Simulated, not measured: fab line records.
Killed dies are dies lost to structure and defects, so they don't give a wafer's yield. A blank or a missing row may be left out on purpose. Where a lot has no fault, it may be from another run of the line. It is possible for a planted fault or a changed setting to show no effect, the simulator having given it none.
Commonality check across tools || flow n5Finfet || 24 wafers sampled across 8 lots

## THE REASON FOR OPENING IT
Of 8 lots, 2 have the reading IOFF_P flagged at N5_BEOL_M4_RC_MEAS_101. No-fault wafers: 0.22 nA/um, standard deviation 0.041.
Rule: a lot is flagged in two cases, either no wafer of it has a number, or all its wafers with numbers fall more than 4 standard deviations from that mean. As for the other lots, they are considered sound.

{"lot": "L252", "measured": "day 10 15:37", "on": "prober-01", "IOFF_P (nA/um), wafer by wafer": "0.21 0.23 0.23", "flag": ""}
{"lot": "L254", "measured": "day 10 22:18", "on": "prober-01", "IOFF_P (nA/um), wafer by wafer": "0.19 0.21 0.24", "flag": ""}
{"lot": "L256", "measured": "day 11 03:49", "on": "prober-02", "IOFF_P (nA/um), wafer by wafer": "2.25 2.37 1.92", "flag": "FLAGGED"}
{"lot": "L258", "measured": "day 11 17:22", "on": "prober-01", "IOFF_P (nA/um), wafer by wafer": "0.28 0.22 0.23", "flag": ""}
{"lot": "L261", "measured": "day 12 05:52", "on": "prober-01", "IOFF_P (nA/um), wafer by wafer": "5.93 2.66 2.72", "flag": "FLAGGED"}
{"lot": "L265", "measured": "day 13 15:16", "on": "prober-01", "IOFF_P (nA/um), wafer by wafer": "0.22 0.20 0.19", "flag": ""}
{"lot": "L266", "measured": "day 13 20:48", "on": "prober-02", "IOFF_P (nA/um), wafer by wafer": "0.21 0.24 0.24", "flag": ""}
{"lot": "L267", "measured": "day 14 09:07", "on": "prober-02", "IOFF_P (nA/um), wafer by wafer": "0.15 0.15 0.15", "flag": ""}
The mean of the flagged lots' numbers is 2.98 nA/um, +2.75 nA/um from the usual (+67 standard deviations).

## LOT BY LOT: THE TOOL USED
Before the reading, the record contains 3 process steps out of a 1938-step route. Read each cell as the tool, then ch plus the chambers that the sampled wafers visited, then the start.
{"lot": "L252", "flag": "", "N5_SD_EPI_P_DESCUM_14": "rieDiel-06 ch 0,1,2, day 5 07:00", "N5_SD_EPI_P_ETCH_16": "rieDiel-06 ch 0,1,2, day 5 07:37", "N5_SD_ACTIVATION_RTA_00": "rtpAnneal-02 ch 0, day 5 12:49"}
{"lot": "L254", "flag": "", "N5_SD_EPI_P_DESCUM_14": "rieDiel-04 ch 0,2,3, day 5 22:36", "N5_SD_EPI_P_ETCH_16": "rieDiel-04 ch 0,2,3, day 5 23:13", "N5_SD_ACTIVATION_RTA_00": "rtpAnneal-02 ch 0, day 6 03:20"}
{"lot": "L256", "flag": "FLAGGED", "N5_SD_EPI_P_DESCUM_14": "rieDiel-04 ch 0,1, day 6 13:38", "N5_SD_EPI_P_ETCH_16": "rieDiel-04 ch 0,1, day 6 14:15", "N5_SD_ACTIVATION_RTA_00": "rtpAnneal-02 ch 0, day 6 17:23"}
{"lot": "L258", "flag": "", "N5_SD_EPI_P_DESCUM_14": "rieDiel-01 ch 0,1,3, day 6 20:20", "N5_SD_EPI_P_ETCH_16": "rieDiel-01 ch 0,1,3, day 6 20:56", "N5_SD_ACTIVATION_RTA_00": "rtpAnneal-01 ch 0, day 7 00:07"}
{"lot": "L261", "flag": "FLAGGED", "N5_SD_EPI_P_DESCUM_14": "rieDiel-06 ch 0,1,2, day 7 14:17", "N5_SD_EPI_P_ETCH_16": "rieDiel-06 ch 0,1,2, day 7 14:54", "N5_SD_ACTIVATION_RTA_00": "rtpAnneal-02 ch 0, day 7 18:13"}
{"lot": "L265", "flag": "", "N5_SD_EPI_P_DESCUM_14": "rieDiel-06 ch 0,1,3, day 8 14:44", "N5_SD_EPI_P_ETCH_16": "rieDiel-06 ch 0,1,3, day 8 15:22", "N5_SD_ACTIVATION_RTA_00": "rtpAnneal-01 ch 0, day 8 19:26"}
{"lot": "L266", "flag": "", "N5_SD_EPI_P_DESCUM_14": "rieDiel-04 ch 1,2,3, day 8 22:08", "N5_SD_EPI_P_ETCH_16": "rieDiel-04 ch 1,2,3, day 8 22:44", "N5_SD_ACTIVATION_RTA_00": "rtpAnneal-01 ch 0, day 9 02:56"}
{"lot": "L267", "flag": "", "N5_SD_EPI_P_DESCUM_14": "rieDiel-06 ch 0,2, day 9 08:17", "N5_SD_EPI_P_ETCH_16": "rieDiel-06 ch 0,2, day 9 08:54", "N5_SD_ACTIVATION_RTA_00": "rtpAnneal-01 ch 0, day 9 14:07"}
What is done by these steps:
- N5_SD_EPI_P_DESCUM_14: chemistry O2, time 7.9 s.
- N5_SD_EPI_P_ETCH_16: etches SiO2 in CHF3/O2, target depth 5 nm.
- N5_SD_ACTIVATION_RTA_00: time 0 s.
- N5_BEOL_M4_RC_MEAS_101

## FLAGGED OVER TOTAL, TOOL BY TOOL (the gauges that took the reading come last)
{"step": "N5_SD_EPI_P_DESCUM_14", "tool": "rieDiel-01", "lots run": 1, "flagged": 0, "share of the flagged lots": "none", "sound lots run after its first flagged lot": "-"}
{"step": "N5_SD_EPI_P_DESCUM_14", "tool": "rieDiel-04", "lots run": 3, "flagged": 1, "share of the flagged lots": "some", "sound lots run after its first flagged lot": "1 (L266)"}
{"step": "N5_SD_EPI_P_DESCUM_14", "tool": "rieDiel-06", "lots run": 4, "flagged": 1, "share of the flagged lots": "some", "sound lots run after its first flagged lot": "2 (L265,L267)"}
{"step": "N5_SD_EPI_P_ETCH_16", "tool": "rieDiel-01", "lots run": 1, "flagged": 0, "share of the flagged lots": "none", "sound lots run after its first flagged lot": "-"}
{"step": "N5_SD_EPI_P_ETCH_16", "tool": "rieDiel-04", "lots run": 3, "flagged": 1, "share of the flagged lots": "some", "sound lots run after its first flagged lot": "1 (L266)"}
{"step": "N5_SD_EPI_P_ETCH_16", "tool": "rieDiel-06", "lots run": 4, "flagged": 1, "share of the flagged lots": "some", "sound lots run after its first flagged lot": "2 (L265,L267)"}
{"step": "N5_SD_ACTIVATION_RTA_00", "tool": "rtpAnneal-01", "lots run": 4, "flagged": 0, "share of the flagged lots": "none", "sound lots run after its first flagged lot": "-"}
{"step": "N5_SD_ACTIVATION_RTA_00", "tool": "rtpAnneal-02", "lots run": 4, "flagged": 2, "share of the flagged lots": "all", "sound lots run after its first flagged lot": 0}
{"step": "N5_BEOL_M4_RC_MEAS_101", "tool": "prober-01", "lots run": 5, "flagged": 1, "share of the flagged lots": "some", "sound lots run after its first flagged lot": "1 (L265)"}
{"step": "N5_BEOL_M4_RC_MEAS_101", "tool": "prober-02", "lots run": 3, "flagged": 1, "share of the flagged lots": "some", "sound lots run after its first flagged lot": "2 (L266,L267)"}

## WHAT THE TABLE PERMITS
1 row of the table ran every flagged lot: rtpAnneal-02 at N5_SD_ACTIVATION_RTA_00.
- rtpAnneal-02 at N5_SD_ACTIVATION_RTA_00 ran 4 lots, 2 of them flagged. Its last sound lot is L254 (day 6 03:20), its first flagged lot L256 (day 6 17:23): a fault that began between those two fits. Its own readings (lampPowerPct, lamp_zone_1_pct, lamp_zone_2_pct, lamp_zone_3_pct, lamp_zone_4_pct, lamp_zone_5_pct, lamp_zone_6_pct, lamp_zone_7_pct) fall more than 4 standard deviations out on all wafers of the flagged lots.
Left over: one tool, rtpAnneal-02 at N5_SD_ACTIVATION_RTA_00.

## WHAT WAS PUT IN BY THE SIMULATOR
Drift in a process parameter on rtpAnneal-02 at N5_SD_ACTIVATION_RTA_00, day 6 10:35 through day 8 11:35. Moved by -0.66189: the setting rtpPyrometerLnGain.
Struck lots among those shown: L256, L261. Same finding as the rule above.
